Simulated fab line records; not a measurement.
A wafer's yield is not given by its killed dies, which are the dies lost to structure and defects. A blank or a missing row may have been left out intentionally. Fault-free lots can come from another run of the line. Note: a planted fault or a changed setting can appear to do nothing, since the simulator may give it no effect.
A struck lot beside a sound one || flow n5-finfet || 38 out of 1938 route steps
Sound: these wafers, L605.3, L605.4, L605.5. Struck: wafer L611.5 (left out: L611.3, L611.4 of the same lot, which were not struck); the cause appears at the end.
Per side, at each step with rows, come the tool, then ch with its chambers, and then its first start. Under that, the readings that differ: sound wafers || struck wafers || difference of the means || sigmas: that difference in standard deviations of wafers without a fault.
alike: same words and numbers on both sides, and readings whose means sit less than 2 such deviations apart. not compared: any withheld reading, any reading some wafer has no value for, any bound like >300 that may hide the same value, and any number with overlapping values for which the record gives no deviation.
A row with sigmas, a row that says differs or no value, or rows on one side alone: a step with any of these is where the two part. Non-overlapping numbers with no deviation appear without sigmas and do not part them. A reading that every wafer of one side lacks parts them only if that side has two wafers or more.

first, 12 steps without rows for these wafers: N5_SD_EPI_P_STRIP_38 (strips in N2/H2); N5_SD_EPI_P_ETCHBACK_46 (etches SiNx in CH3F/O2, stops on SiO2, target depth 17.5 nm); N5_SD_EPI_P_ETCH_47 (etches SiOCN in CH3F/O2, target depth 25 nm); N5_SD_EPI_P_ETCH_16 (etches SiO2 in CHF3/O2, target depth 5 nm); N5_SD_EPI_P_STRIP_50 (strips in CHF3/O2); N5_SD_EPI_P_SD_RECESS_17 (chemistry HBr/Cl2/O2, target depth 39.1 nm, bt time 3 s); N5_SD_EPI_P_WET_ETCH_45 (etches SiO2 in dHF, time 10.7 s, target depth 2 nm, rinse time 30 s); N5_SD_EPI_P_STRIP_40 (strips in N2/H2); N5_SD_EPI_P_PRECLEAN_52 (cleans in O3/DIW, time 60 s); N5_SD_EPI_P_SRD_20 (time 30 s); N5_SD_EPI_P_PRECLEAN_51 (cleans in NF3:NH3, afs cycles 1, time 20 s, sublimation time 60 s); N5_SD_EPI_P_VAPOR_ETCH_44 (etches SiGe30 in NF3/Ar, time 3.3 s).
N5_SD_EPI_P_EPI_21: deposits SiGe:B, time 355 s.
  sound on epi-rpcvd-04 ch 0, day 4 13:52; struck on epi-rpcvd-04 ch 0, day 6 01:23
{"reading": "model.SiGe-B_of_SD_EPI_P_EPI_21.thk-nm (nm)", "sound": "61.4 60.8 60.4", "struck": 64.8, "difference": "+3.9", "sigmas": ""}
  alike: chamber-pressure-Torr
N5_SD_EPI_P_EPI_MEAS_23:
  sound on film-metro-01, day 4 15:22; struck on film-metro-01, day 6 02:52
{"reading": "thk-nm (nm)", "sound": "61.9 61.2 61.5", "struck": 65.0, "difference": "+3.5", "sigmas": "+3"}
then, 8 steps without rows for these wafers: N5_SD_EPI_P_HM_STRIP_48 (strips SiNx in H3PO4, material SiNx, target depth 3 nm); N5_SD_EPI_P_SRD_49 (time 30 s); N5_SD_EPI_P_PRECLEAN_24 (cleans in O3/DIW, time 45 s); N5_SD_EPI_P_PRECLEAN_32 (cleans in dHF, time 10 s); N5_SD_EPI_P_PRECLEAN_33 (cleans in SC2, time 45 s); N5_SD_EPI_P_SRD_25 (time 30 s); N5_SD_ACTIVATION_RTA_00 (time 0 s); N5_SD_ACTIVATION_LSA_01 (time 0.0008 s).
N5_SD_ACTIVATION_RS_MEAS_03: the measuring method here is four-point-probe.
  sound on film-metro-01, day 4 16:15; struck on film-metro-01, day 6 03:40
{"reading": "RS_SD_P (ohm/sq)", "sound": "55.3 55.9 56.3", "struck": 52.9, "difference": -2.9, "sigmas": -3}
  alike: RS_SD_N
then, 12 steps without rows for these wafers: N5_ILD0_LINER_00 (material SiNx, target thk 4 nm, pulse time 1 s, purge time 2 s); N5_ILD0_FCVD_FILL_01 (material SiO2 flowable, target thk 200 nm, time 328.3 s); N5_ILD0_CURE_02 (time 1800 s); N5_ILD0_CMP_03 (polishes, stops on SiNx, t overpolish 1.9 s, target thk 197.38 nm); N5_ILD0_CMP_07 (polishes SiO2 flowable, stops on poly-Si, t overpolish 1.18 s, target thk 138.88 nm); N5_ILD0_PRECLEAN_10 (cleans in NF3:NH3, afs cycles 5, time 20 s, sublimation time 60 s); N5_ILD0_ALD_15 (deposits SiNx, target thk 24 nm, pulse time 1 s, ald cycles 480); N5_ILD0_CMP_12 (polishes SiNx, stops on poly-Si, t overpolish 6 s, target thk 17.67 nm); N5_SDB_HM_DEP_00 (deposits SiNx from SiH4/NH3/N2, target thk 40 nm, time 35.3 s); N5_SDB_COAT_03 (time 60 s, resist thk 100 nm); N5_SDB_COAT_04 (time 60 s, resist thk 18 nm); N5_SDB_COAT_05 (resist thk 90 nm).
N5_MOL_CONTACT_COAG_ETCH_110: etches Si in CF4/O2, target depth 2.5 nm, time 8 s.
  sound on rie-diel-04 ch 1,2, day 5 22:38; struck on rie-diel-02 ch 1, day 7 09:29
{"reading": "model.SiGe-B_of_SD_EPI_P_EPI_21.thk-nm (nm)", "sound": "58.6 58 57.6", "struck": 61.6, "difference": "+3.5", "sigmas": ""}
  alike: O2_flow_sccm, bias-w, drypump-motor-current-A, oes_o_777_au, oes-product-au, rf-vpp-V, showerhead-plenum-p-Torr, throttle-valve-pct
  not compared: rf-hours-counter-h
-- record jumps: 3 days separate the struck wafers' starts on either side; left off in module MOL_CONTACT_COAG, taken up again in module BEOL_M4, whose first shown step is the route's number 1111 --
N5_BEOL_M4_RC_MEAS_101:
  sound on prober-01 ch 0, day 9 12:52; struck on prober-02 ch 0, day 10 21:20
{"reading": "ION_N (uA/um)", "sound": "654 671 659", "struck": 701, "difference": "+40", "sigmas": "+3"}
{"reading": "ION_P (uA/um)", "sound": "454 456 448", "struck": 483, "difference": "+30", "sigmas": "+4"}
{"reading": "RS_SD_P (ohm/sq)", "sound": "65.4 66.1 66.3", "struck": 62.1, "difference": -3.8, "sigmas": -4}
  alike: DIBL_N, DIBL_P, IOFF_N, IOFF_P, SS_N, SS_P, VT_N, VT_P
following that, these wafers have no rows for 1 step: N5_PASSIVATION_PROBE_49.

== WHERE THEY PART ==
First at N5_SD_EPI_P_EPI_MEAS_23; last, within this record, at N5_BEOL_M4_RC_MEAS_101.

WHY: what had been put in by the simulator
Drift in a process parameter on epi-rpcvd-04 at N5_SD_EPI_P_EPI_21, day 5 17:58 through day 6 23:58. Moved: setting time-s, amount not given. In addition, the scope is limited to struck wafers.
